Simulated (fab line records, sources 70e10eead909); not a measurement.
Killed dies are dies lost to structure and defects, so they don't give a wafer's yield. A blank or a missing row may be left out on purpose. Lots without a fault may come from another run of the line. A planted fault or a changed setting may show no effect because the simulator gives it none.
fab line records | flow nand_harc | part 1 of 2: steps 1 to 4 of 6
record lots=20 wafers=60 last_day=34
route steps=1302 shown A_CHANNEL_HOLE_D1@462 A_CHANNEL_FILL_D1@499 A_CHANNEL_HOLE_D2@586
lots that met no fault: from a run of the same line without faults
start_h: hours from the record's first day to the start of the lot's first wafer shown | wait_h: hours since the lot's step before | " the same as in the row above | L1.1+2: a row that stands for several wafers | - no value, or no start given | * or withheld: withheld | < > ~ a bound
route shown NAME@n: a module of which the file shows steps, and the number in the route of the first | usual: mean/standard deviation of fault-free wafers | same: alike in all rows | chamber/n: place in a boat | sites: the reading at each site | _std_site: their standard deviation | _edge_site: outer sites' mean less inner sites' | radius_mm: how far each site lies from the wafer's centre | mask NAME#n: copy n | behind: the tool/chamber that last shaped the wafer | hold: why the lot was held/for how many hours/how that ended | device: the transistor (n, p or np) that didn't switch | end of line: the same wafers' tests at the end of the route | a step without rows: its recipe alone | killed: dies lost to structure and defects at the first sort, not the wafer's yield | map: a wafer's dies, x killed, . not, _ none there
set.NAME: the setting as run; set.NAME@STEP: as run at that earlier step | model.NAME: the simulator's own value behind a step, which no gauge read
steps of the route over a sample of lots; a table a step, a row a wafer
services: from which hour (start_h, from the record's first day; less than 0 if before it) a tool's chamber was out of use, for how many hours, and why
## steps
# step NHARC_A_CHANNEL_HOLE_D1_CD_MEAS_10
# recipe target_cd_nm=100 landing_energy_ev=500
# usual cd_nm=100.2/0.52
# columns lot.wafer tool chamber start_h wait_h cd_nm
L074.1 cd_sem-01 0 174.21 - 100.3
L074.2 " 0 " " 99.7
L074.6 " 0 " " 100.9
L076.1 cd_sem-01 0 193.62 - 100.1
L076.2 " 0 " " 101.1
L076.6 " 0 " " 100.9
L077.2 cd_sem-02 0 211.27 - 99.6
L077.3 " 0 " " 99.7
L077.4 " 0 " " 99.0
L078.1 cd_sem-01 0 213.73 - 100.5
L078.3 " 0 " " 100.0
L078.6 " 0 " " 100.2
L079.4 cd_sem-03 0 235.70 - 100.2
L079.5 " 0 " " 100.2
L079.6 " 0 " " 99.6
L080.1 cd_sem-02 0 245.39 - 99.8
L080.2 " 0 " " 100.2
L080.5 " 0 " " 99.9
L081.1 cd_sem-02 0 254.43 - 99.7
L081.4 " 0 " " 99.5
L081.5 " 0 " " 100.9
L082.3 cd_sem-03 0 266.20 - 99.9
L082.5 " 0 " " 100.6
L082.6 " 0 " " 100.5
L083.1 cd_sem-01 0 286.06 - 100.3
L083.3 " 0 " " 100.9
L083.6 " 0 " " 100.4
L084.2 cd_sem-02 0 290.99 - 99.8
L084.3 " 0 " " 99.2
L084.4 " 0 " " 100.4
L085.1 cd_sem-02 0 291.70 - 100.3
L085.2 " 0 " " 100.1
L085.4 " 0 " " 100.8
L086.1 cd_sem-03 0 303.57 - 100.8
L086.2 " 0 " " 100.4
L086.6 " 0 " " 101.1
L087.1 cd_sem-02 0 304.51 - 100.8
L087.5 " 0 " " 100.5
L087.6 " 0 " " 100.7
L089.3 cd_sem-02 0 324.29 - 100.1
L089.4 " 0 " " 100.1
L089.5 " 0 " " 99.7
L091.1 cd_sem-01 0 352.23 - 99.3
L091.4 " 0 " " 99.3
L091.6 " 0 " " 100.0
L092.1 cd_sem-01 0 354.87 - 101.1
L092.3 " 0 " " 100.5
L092.4 " 0 " " 100.8
L093.1 cd_sem-01 0 370.16 - 100.7
L093.3 " 0 " " 100.7
L093.4 " 0 " " 100.3
L094.2 cd_sem-02 0 374.53 - 99.9
L094.5 " 0 " " 100.2
L094.6 " 0 " " 99.4
L095.1 cd_sem-03 0 394.21 - 100.6
L095.2 " 0 " " 100.2
L095.3 " 0 " " 100.5
L097.2 cd_sem-03 0 407.30 - 99.0
L097.3 " 0 " " 100.9
L097.4 " 0 " " 100.3
# step NHARC_A_CHANNEL_HOLE_D1_ETCH_39
# recipe target_depth_a=2600 over_etch_frac=0.3 time_s=325 ion_energy_ev=200 n2_flow_sccm=150 h2_flow_sccm=150 ar_flow_sccm=0 rf_w=400 bias_w=150 chemistry=N2/H2
# usual drypump_motor_current_A=5.5/0.39 h2_flow_sccm=150.0/0.45 oes_product_au=0.997/0.0097 rf_vpp_V=429.5/2.9 showerhead_plenum_p_Torr=2.00/0.1 throttle_valve_pct=14.171/0.0092
# same time_s=325
# columns lot.wafer tool chamber start_h wait_h drypump_motor_current_A h2_flow_sccm oes_product_au rf_hours_counter_h rf_vpp_V showerhead_plenum_p_Torr throttle_valve_pct
L074.2 rie_diel-09 2 - - 5.9 149.7 0.981 8 432.0 2.11 14.178
L074.1 " 3 " " 5.3 150.4 0.989 7 427.8 1.92 14.168
L074.6 " 1 " " 5.4 149.9 1.004 - 431.8 2.13 14.160
L076.2 rie_diel-05 1 - - 5.7 150.1 0.996 55 427.8 1.93 14.165
L076.1 " 0 " " 5.6 150.4 0.991 50 429.6 1.95 14.176
L076.6 " 2 " " 6.1 150.0 0.992 - 433.7 2.11 14.179
L077.4 rie_diel-08 3 - - 6.0 150.2 1.011 1 432.9 2.10 14.167
L077.2 " 0 " " 5.2 150.1 1.018 1 433.1 2.12 14.158
L077.3 " 1 " " 4.9 150.8 1.001 1 425.8 1.93 14.170
L078.3 rie_diel-08 2 - - 5.5 150.9 1.014 1 426.0 1.90 14.173
L078.1 " 0 " " 5.2 150.2 1.015 1 432.5 2.12 14.179
L078.6 " 1 " " 4.9 149.9 0.994 - 429.3 1.93 14.160
L079.4 rie_diel-08 1 - - 4.9 150.1 1.002 3 426.7 1.93 14.179
L079.5 " 0 " " 5.2 149.9 1.015 - 433.3 2.12 14.182
L079.6 " 1 " " 4.9 150.8 0.986 - 428.5 1.93 14.181
L080.2 rie_diel-08 3 - - 6.0 149.7 0.994 4 433.2 2.10 14.149
L080.1 " 1 " " 4.9 150.5 0.991 4 428.9 1.93 14.158
L080.5 " 0 " " 5.1 150.0 1.003 - 431.9 2.12 14.169
L081.4 rie_diel-08 3 - - 6.0 149.7 0.980 5 433.7 2.10 14.176
L081.1 " 1 " " 4.9 149.9 0.986 5 428.5 1.93 14.166
L081.5 " 3 " " 6.0 149.5 0.992 - 430.6 2.10 14.166
L082.3 rie_diel-08 1 - - 4.9 150.6 0.989 6 426.3 1.93 14.164
L082.6 " 2 " " 5.6 149.4 1.007 - 427.4 1.89 14.174
L082.5 " 3 " " 6.0 149.4 1.001 - 432.2 2.10 14.175
L083.1 rie_diel-08 2 - - 5.5 149.6 1.006 7 427.1 1.89 14.178
L083.3 " 3 " " 6.0 149.4 0.984 7 432.4 2.10 14.171
L083.6 " 3 " " 6.0 149.7 0.988 - 431.9 2.10 14.166
L084.2 rie_diel-08 1 - - 4.9 149.7 0.999 8 426.8 1.93 14.172
L084.3 " 3 " " 6.1 150.6 0.985 8 430.8 2.10 14.162
L084.4 " 0 " " 5.2 150.1 1.006 9 433.7 2.12 14.171
L085.1 rie_diel-09 1 - - 5.4 149.6 1.001 54 432.3 2.11 14.155
L085.2 " 3 " " 5.4 150.8 1.004 49 427.0 1.90 14.168
L085.4 " 0 " " 5.3 149.1 1.015 51 426.4 1.89 14.151
L086.1 rie_diel-08 2 - - 5.6 149.5 0.995 9 427.4 1.89 14.177
L086.2 " 0 " " 5.1 149.9 1.004 10 431.5 2.12 14.168
L086.6 " 1 " " 4.9 151.1 0.990 - 428.1 1.93 14.166
L087.1 rie_diel-05 3 - - 6.0 149.6 0.995 22 431.0 2.08 14.165
L087.5 " 3 " " 6.0 150.5 0.994 - 431.7 2.08 14.169
L087.6 " 0 " " 5.6 149.0 0.991 - 428.5 1.94 14.163
L089.4 rie_diel-08 3 - - 6.0 150.0 0.982 11 431.1 2.10 14.157
L089.3 " 0 " " 5.1 150.3 1.003 11 432.9 2.11 14.173
L089.5 " 3 " " 6.0 149.7 0.983 - 433.7 2.10 14.167
L091.1 rie_diel-08 0 - - 5.1 150.8 1.018 14 433.1 2.11 14.177
L091.4 " 1 " " 4.9 150.1 0.998 13 428.0 1.93 14.169
L091.6 " 3 " " 6.0 150.0 0.987 - 432.9 2.10 14.170
L092.3 rie_diel-09 0 - - 5.3 150.4 1.009 13 426.2 1.88 14.168
L092.1 " 1 " " 5.4 150.1 0.987 11 433.8 2.11 14.175
L092.4 " 2 " " 5.8 150.2 0.996 9 433.2 2.09 14.171
L093.3 rie_diel-05 2 - - 6.1 149.8 0.994 49 431.9 2.09 14.179
L093.4 " 3 " " 6.0 150.6 1.001 46 430.9 2.07 14.172
L093.1 " 0 " " 5.6 149.9 0.992 53 427.1 1.93 14.181
L094.2 rie_diel-09 2 - - 5.8 150.0 1.011 16 432.5 2.09 14.180
L094.6 " 3 " " 5.4 149.4 0.998 - 427.1 1.90 14.161
L094.5 " 0 " " 5.3 150.0 1.017 - 425.9 1.88 14.165
L095.3 rie_diel-08 1 - - 4.9 149.4 0.986 1 426.0 1.93 14.169
L095.2 " 2 " " 5.6 150.0 1.006 1 426.6 1.89 14.179
L095.1 " 0 " " 5.1 149.9 1.006 1 430.8 2.11 14.176
L097.2 rie_diel-08 2 - - 5.5 149.6 0.999 2 425.9 1.89 14.164
L097.4 " 0 " " 5.1 150.0 0.989 2 432.4 2.11 14.164
L097.3 " 1 " " 4.9 150.0 0.993 2 426.6 1.93 14.175
# step NHARC_A_CHANNEL_HOLE_D1_ETCH_16
# recipe target_depth_a=31000 over_etch_frac=0.3 time_s=806 ion_energy_ev=150 o2_flow_sccm=400 cos_flow_sccm=20 ar_flow_sccm=0 rf_w=500 bias_w=300 chemistry=O2/COS
# usual drypump_motor_current_A=5.5/0.39 oes_product_au=0.997/0.009 rf_vpp_V=313.4/2.1 showerhead_plenum_p_Torr=3.08/0.14 throttle_valve_pct=28.331/0.0089
# same time_s=806
# columns lot.wafer tool chamber start_h wait_h drypump_motor_current_A oes_product_au rf_hours_counter_h rf_vpp_V showerhead_plenum_p_Torr throttle_valve_pct
L074.2 rie_diel-09 2 - - 5.8 0.987 9 312.9 3.23 28.319
L074.1 " 0 " " 5.3 1.001 8 311.5 2.93 28.338
L074.6 " 3 " " 5.4 1.000 - 312.1 2.95 28.324
L076.2 rie_diel-05 0 - - 5.6 1.008 50 312.7 2.99 28.326
L076.1 " 2 " " 6.1 0.992 44 314.6 3.22 28.340
L076.6 " 0 " " 5.6 1.005 - 312.7 2.99 28.329
L077.4 rie_diel-08 0 - - 5.1 1.005 1 315.4 3.23 28.334
L077.3 " 2 " " 5.6 1.011 1 310.3 2.92 28.336
L077.2 " 3 " " 6.0 0.993 1 315.4 3.21 28.328
L078.1 rie_diel-08 2 - - 5.6 1.007 1 312.1 2.92 28.324
L078.3 " 1 " " 4.9 0.995 2 311.5 2.97 28.325
L078.6 " 2 " " 5.6 1.008 - 312.8 2.92 28.338
L079.4 rie_diel-08 0 - - 5.1 1.003 3 315.6 3.23 28.348
L079.6 " 2 " " 5.6 1.014 - 311.9 2.92 28.331
L079.5 " 3 " " 6.0 0.993 - 315.1 3.21 28.334
L080.1 rie_diel-08 1 - - 4.9 0.988 4 311.2 2.97 28.342
L080.2 " 3 " " 6.1 0.994 4 314.8 3.21 28.326
L080.5 " 1 " " 4.9 0.992 - 312.5 2.97 28.315
L081.1 rie_diel-08 0 - - 5.2 0.993 6 315.1 3.23 28.324
L081.4 " 1 " " 4.9 0.974 5 312.5 2.97 28.321
L081.5 " 3 " " 6.0 0.981 - 316.0 3.21 28.338
L082.3 rie_diel-08 3 - - 6.1 0.977 6 315.1 3.21 28.338
L082.6 " 0 " " 5.1 1.002 - 315.5 3.23 28.344
L082.5 " 1 " " 4.9 0.990 - 312.0 2.97 28.320
L083.3 rie_diel-08 0 - - 5.1 1.010 8 315.4 3.23 28.323
L083.1 " 2 " " 5.6 0.996 7 311.1 2.92 28.326
L083.6 " 3 " " 6.0 0.988 - 314.9 3.21 28.325
L084.2 rie_diel-08 0 - - 5.1 1.011 9 316.1 3.23 28.327
L084.3 " 1 " " 4.9 0.988 8 312.6 2.97 28.328
L084.4 " 2 " " 5.5 1.003 8 311.5 2.92 28.331
L085.4 rie_diel-09 2 - - 5.9 0.989 53 314.6 3.20 28.338
L085.1 " 3 " " 5.3 1.012 49 311.0 2.93 28.320
L085.2 " 0 " " 5.3 0.998 51 312.5 2.91 28.323
L086.2 rie_diel-08 0 - - 5.2 1.005 10 316.8 3.23 28.324
L086.1 " 2 " " 5.5 0.993 9 310.9 2.92 28.318
L086.6 " 3 " " 6.0 0.989 - 317.1 3.21 28.345
L087.1 rie_diel-05 3 - - 6.0 1.003 22 313.9 3.17 28.328
L087.5 " 1 " " 5.8 0.998 - 311.0 2.96 28.338
L087.6 " 2 " " 6.1 0.989 - 314.3 3.20 28.340
L089.4 rie_diel-08 3 - - 6.0 0.986 11 317.4 3.21 28.317
L089.3 " 1 " " 4.9 0.993 11 312.7 2.97 28.332
L089.5 " 3 " " 6.0 0.990 - 313.9 3.21 28.323
L091.4 rie_diel-08 0 - - 5.1 1.001 14 315.0 3.23 28.345
L091.1 " 1 " " 4.9 0.985 13 312.5 2.96 28.332
L091.6 " 2 " " 5.5 1.002 - 311.0 2.91 28.340
L092.3 rie_diel-09 0 - - 5.3 1.009 13 310.8 2.90 28.332
L092.1 " 1 " " 5.4 0.989 12 315.1 3.22 28.329
L092.4 " 2 " " 5.8 1.001 10 315.2 3.20 28.335
L093.1 rie_diel-05 1 - - 5.8 0.992 49 310.6 2.95 28.333
L093.3 " 3 " " 6.1 0.997 47 315.6 3.16 28.348
L093.4 " 0 " " 5.6 0.989 53 312.3 2.96 28.342
L094.2 rie_diel-09 3 - - 5.4 0.986 19 310.7 2.92 28.352
L094.6 " 0 " " 5.3 0.999 - 311.1 2.90 28.340
L094.5 " 1 " " 5.4 0.979 - 315.8 3.21 28.342
L095.2 rie_diel-08 1 - - 4.9 1.002 1 311.7 2.96 28.326
L095.1 " 2 " " 5.5 1.005 1 310.4 2.91 28.338
L095.3 " 3 " " 6.0 0.998 1 315.6 3.20 28.337
L097.4 rie_diel-08 1 - - 4.9 0.999 2 311.0 2.96 28.330
L097.3 " 2 " " 5.5 1.012 2 310.4 2.91 28.320
L097.2 " 3 " " 6.0 0.995 2 315.0 3.20 28.331
# step NHARC_A_CHANNEL_HOLE_D1_ETCH_33
# recipe bias_v=400 source_w=2000 pressure_mtorr=25 time_s=90 ar_flow_sccm=375 c4f8_flow_sccm=41.7 o2_flow_sccm=83.3 temp_c=-20 target_depth_a=4000 chemistry=C4F8/O2/Ar
# usual drypump_motor_current_A=6.0/0.37 he_backside_leak_sccm=6.1/0.71 showerhead_plenum_p_Torr=3.62/0.15 temp_c=-19.99/0.11 throttle_valve_pct=27.618/0.0087
# same time_s=90
# columns lot.wafer tool chamber start_h wait_h drypump_motor_current_A he_backside_leak_sccm rf_hours_counter_h showerhead_plenum_p_Torr temp_c throttle_valve_pct
L074.1 har_etch-02 1 181.78 0.2 5.8 6.8 295 3.57 -19.91 27.610
L074.2 " 0 " " 6.3 5.6 295 3.47 -20.07 27.629
L074.6 " 0 " " 6.3 5.8 - 3.47 -20.11 27.622
L076.1 har_etch-01 0 199.08 0.2 6.2 5.7 95 3.58 -19.99 27.617
L076.2 " 1 " " 5.4 5.5 95 3.77 -20.05 27.622
L076.6 " 1 " " 5.4 5.7 - 3.77 -20.13 27.605
L077.2 har_etch-01 1 216.59 0.2 5.5 5.6 106 3.76 -20.11 27.616
L077.3 " 1 " " 5.5 5.6 - 3.76 -20.07 27.620
L077.4 " 0 " " 6.2 5.6 - 3.57 -20.12 27.609
L078.1 har_etch-02 1 220.10 0.2 5.8 7.3 318 3.56 -20.06 27.611
L078.3 " 0 " " 6.3 6.1 - 3.46 -19.97 27.623
L078.6 " 0 " " 6.3 6.0 - 3.46 -19.93 27.605
L079.4 har_etch-01 0 241.12 0.2 6.2 5.7 - 3.56 -20.00 27.626
L079.5 " 0 " " 6.2 5.5 - 3.56 -19.79 27.609
L079.6 " 1 " " 5.5 5.6 - 3.76 -19.98 27.608
L080.2 har_etch-01 1 250.73 0.2 5.4 5.6 125 3.75 -19.96 27.613
L080.1 " 0 " " 6.2 5.3 125 3.56 -19.83 27.617
L080.5 " 0 " " 6.2 5.3 - 3.56 -19.99 27.614
L081.1 har_etch-02 0 261.89 0.2 6.4 6.1 341 3.45 -19.88 27.606
L081.4 " 0 " " 6.3 6.0 - 3.45 -19.95 27.606
L081.5 " 1 " " 5.8 7.6 - 3.55 -19.88 27.626
L082.3 har_etch-01 0 271.61 0.2 6.2 5.6 - 3.55 -19.99 27.626
L082.5 " 0 " " 6.2 8.8 - 3.55 -19.96 27.628
L082.6 " 1 " " 5.4 5.7 - 3.75 -20.03 27.607
L083.1 har_etch-01 1 294.05 0.2 5.5 5.7 148 3.74 -19.89 27.611
L083.3 " 1 " " 5.4 5.7 - 3.74 -19.92 27.623
L083.6 " 0 " " 6.2 5.6 - 3.55 -19.83 27.613
L084.2 har_etch-02 0 296.36 0.2 6.3 5.9 360 3.44 -19.81 27.615
L084.4 " 1 " " 5.8 7.6 - 3.54 -19.70 27.624
L084.3 " 0 " " 6.3 6.0 - 3.44 -19.73 27.607
L085.2 har_etch-01 0 298.20 0.2 6.2 5.8 152 3.55 -19.90 27.624
L085.1 " 1 " " 5.5 5.7 152 3.74 -19.95 27.616
L085.4 " 1 " " 5.5 5.6 - 3.74 -20.10 27.613
L087.1 har_etch-01 0 312.05 0.2 6.2 5.3 160 3.54 -20.01 27.628
L087.5 " 0 " " 6.2 5.3 - 3.54 -20.02 27.628
L087.6 " 1 " " 5.4 5.9 - 3.73 -20.04 27.616
L086.1 har_etch-02 0 315.12 0.3 6.4 6.4 371 3.43 -20.25 27.620
L086.2 " 0 " " 6.3 6.3 - 3.43 -20.11 27.619
L086.6 " 0 " " 6.3 6.2 - 3.43 -20.13 27.635
L089.3 har_etch-02 0 330.13 0.2 6.3 6.4 - 3.43 -19.94 27.619
L089.4 " 1 " " 5.8 7.9 - 3.53 -20.07 27.614
L089.5 " 0 " " 6.3 6.3 - 3.43 -19.85 27.616
L091.1 har_etch-01 0 360.29 0.2 6.3 5.7 191 3.53 -20.08 27.605
L091.4 " 1 " " 5.5 5.9 - 3.72 -20.10 27.629
L091.6 " 1 " " 5.5 5.8 - 3.72 -20.00 27.603
L092.1 har_etch-01 1 364.45 0.2 5.5 5.9 194 3.71 -19.98 27.623
L092.3 " 0 " " 6.2 6.1 - 3.52 -20.01 27.628
L092.4 " 1 " " 5.4 6.0 - 3.71 -20.10 27.616
L093.1 har_etch-02 0 379.93 0.3 6.3 6.0 398 3.98 -19.84 27.616
L093.3 " 0 " " 6.4 6.2 - 3.98 -19.91 27.593
L093.4 " 0 " " 6.4 6.2 - 3.98 -19.75 27.622
L094.2 har_etch-01 1 381.69 0.2 5.4 5.9 206 3.71 -19.87 27.607
L094.5 " 0 " " 6.2 5.4 - 3.52 -20.12 27.614
L094.6 " 1 " " 5.4 6.1 - 3.71 -20.06 27.617
L095.2 har_etch-02 0 401.28 0.2 6.4 4.9 4 3.97 -20.03 27.621
L095.1 " 1 " " 5.8 4.6 4 3.98 -19.83 27.620
L095.3 " 1 " " 5.8 4.6 - 3.98 -19.98 27.639
L097.2 har_etch-01 1 412.62 0.2 5.4 6.0 232 3.69 -20.04 27.632
L097.3 " 1 " " 5.4 6.1 - 3.69 -20.13 27.624
L097.4 " 0 " " 6.2 6.0 - 3.50 -20.17 27.623
